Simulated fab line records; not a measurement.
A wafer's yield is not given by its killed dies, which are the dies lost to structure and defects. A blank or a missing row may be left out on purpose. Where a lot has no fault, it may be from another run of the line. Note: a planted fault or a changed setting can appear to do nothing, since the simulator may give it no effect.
Comparing a struck lot with a sound one || flow n5-finfet || 21 steps out of a route of 1938
Sound: wafers L141.1, L141.3, L141.5. Struck: wafers L126.1, L126.6. (L126.3 of the same lot was not struck and is left out.) The cause comes at the end.
Order at every step that has rows: each side's tool, ch and its chambers, its first start. Under that, the readings that differ: sound wafers || struck wafers || difference of the means || sigmas: that difference in standard deviations of wafers without a fault.
alike: same words and numbers on both sides, and readings whose means sit less than 2 such deviations apart. not compared: any withheld reading, any reading some wafer has no value for, any bound like >300 that may hide the same value, and any number with overlapping values for which the record gives no deviation.
The two part at a step that has a row with sigmas, a row that says differs or no value, or rows on one side only. When numbers do not overlap yet have no deviation, they are printed without sigmas and do not part them. A reading missing from all wafers of one side parts the sides only when that side holds two or more wafers.

first, 9 steps without rows for these wafers: N5_BEOL_M0_SAQP_EBR_10; N5_BEOL_M0_SAQP_SOFTBAKE_09 (time 60 s); N5_BEOL_M0_SAQP_EXPOSE_11 (exposes mask M0 CORE, target cd 42 nm); N5_BEOL_M0_SAQP_PEB_12 (peb time 60 s); N5_BEOL_M0_SAQP_DEVELOP_13 (develop time 30 s); N5_BEOL_M0_SAQP_DESCUM_19 (chemistry O2, time 7.9 s); N5_BEOL_M0_SAQP_ETCH_83 (etches SiARC in CF4, target depth 39 nm, time 65 s); N5_BEOL_M0_SAQP_ETCH_84 (etches SOC in N2/H2, target depth 100 nm, overetch 20 nm, time 150 s); N5_BEOL_M0_SAQP_STRIP_80 (strips in N2/H2).
N5_BEOL_M0_SAQP_HM_OPEN_112: chemistry CHF3/O2, target SiO2, stops on a-Si, target depth 12 nm, time 13.5 s.
  sound on rie-diel-02 ch 0,1,2, day 10 22:22; struck on rie-diel-04 ch 0, day 7 02:45
{"reading": "model.SiARC_of_BEOL_M0_SAQP_COAT_82.thk-nm (nm)", "sound": "5.8 4.8 5.2", "struck": "0 0", "difference": -5, "sigmas": ""}
{"reading": "model.SOC_of_BEOL_M0_SAQP_COAT_81.thk-nm (nm)", "sound": "100.2 100.4 100.6", "struck": "98.8 98.4", "difference": -1.8, "sigmas": ""}
{"reading": "model.a-Si_of_BEOL_M0_SAQP_PECVD_04.thk-nm (nm)", "sound": "59.4 60 60.2", "struck": "57.6 57", "difference": -2.6, "sigmas": ""}
  alike: drypump-motor-current-A, oes_f_703_au, oes-product-au, rf-vpp-V, showerhead-plenum-p-Torr, throttle-valve-pct
  not compared: rf-hours-counter-h
then, 1 step without rows for these wafers: N5_BEOL_M0_SAQP_STRIP_113 (strips in CHF3/O2).
N5_BEOL_M0_SAQP_MANDREL_ETCH_20: etches a-Si in HBr/Cl2, stops on SiNx, target depth 60 nm, bt time 10 s, time 30 s.
  sound on rie-si-02 ch 0,3, day 10 22:27; struck on rie-si-03 ch 1,3, day 7 02:50
{"reading": "model.SOC_of_BEOL_M0_SAQP_COAT_81.thk-nm (nm)", "sound": "76.4 76.4 76.2", "struck": "74.8 74.4", "difference": -1.7, "sigmas": ""}
{"reading": "model.etch.depth-nm (nm)", "sound": "59.42 59.98 60.14", "struck": "57.51 57.05", "difference": -2.57, "sigmas": ""}
  alike: drypump-motor-current-A, he-backside-leak-sccm, mfc-cl2-sccm, oes-product-au, throttle-valve-pct
  not compared: rf-hours-counter-h
then, 5 steps without rows for these wafers: N5_BEOL_M0_SAQP_STRIP_86 (strips in N2/H2); N5_BEOL_M0_SAQP_STRIP_115 (strips in post etch residue remover, time 60 s); N5_BEOL_M0_SAQP_SRD_93 (time 30 s); N5_BEOL_M0_SAQP_RECESS_114 (chemistry HF/NH3, target SiO2, target depth 14.4 nm, afs cycles 3, sublimation time 60 s); N5_BEOL_M0_SAQP_SPACER1_ALD_98 (deposits SiO2, target thk 12.8 nm, pulse time 1 s, purge time 2 s).
N5_BEOL_M0_SAQP_SPACER1_ETCHBACK_99: etches SiO2 in CHF3/O2, target depth 15.4 nm, time 7.7 s.
  sound on rie-diel-04 ch 0,1,3, day 10 23:32; struck on rie-diel-05 ch 1,2, day 7 05:30
{"reading": "model.a-Si_of_BEOL_M0_SAQP_PECVD_04.thk-nm (nm)", "sound": "58.8 59.4 59.6", "struck": "56.8 56.4", "difference": -2.7, "sigmas": ""}
  alike: drypump-motor-current-A, oes_f_703_au, oes-product-au, rf-vpp-V, showerhead-plenum-p-Torr, throttle-valve-pct
  not compared: rf-hours-counter-h
then, 1 step without rows for these wafers: N5_BEOL_M0_SAQP_MANDREL1_REMOVE_100 (chemistry HBr/Cl2/O2, target a-Si, stops on SiNx, bt time 10 s).
-- the record jumps here: 3 days lie between the struck wafers' starts before and after (it left off in module BEOL_M0_SAQP and takes up again in module BEOL_M4, whose first step shown is number 1111 of the route) --
N5_BEOL_M4_RC_MEAS_101:
  sound on prober-02 ch 0, day 13 23:56; struck on prober-01 ch 0, day 10 00:33
  alike: DIBL_N, DIBL_P, IOFF_N, IOFF_P, ION_N, ION_P, SS_N, SS_P, VT_N, VT_P
-- a jump in the record: the struck wafers' starts before and after are 4 days apart (it breaks off in module BEOL_M4 and resumes in module PASSIVATION, where the first step shown is number 1936 of the route) --
N5_PASSIVATION_PROBE_49:
  record: rows for the struck wafers here (prober-02, day 14 09:50), none for the sound ones

== WHERE THEY PART ==
At N5_PASSIVATION_PROBE_49 and nowhere else, as far as this record goes.

WHY: what the simulator had put in
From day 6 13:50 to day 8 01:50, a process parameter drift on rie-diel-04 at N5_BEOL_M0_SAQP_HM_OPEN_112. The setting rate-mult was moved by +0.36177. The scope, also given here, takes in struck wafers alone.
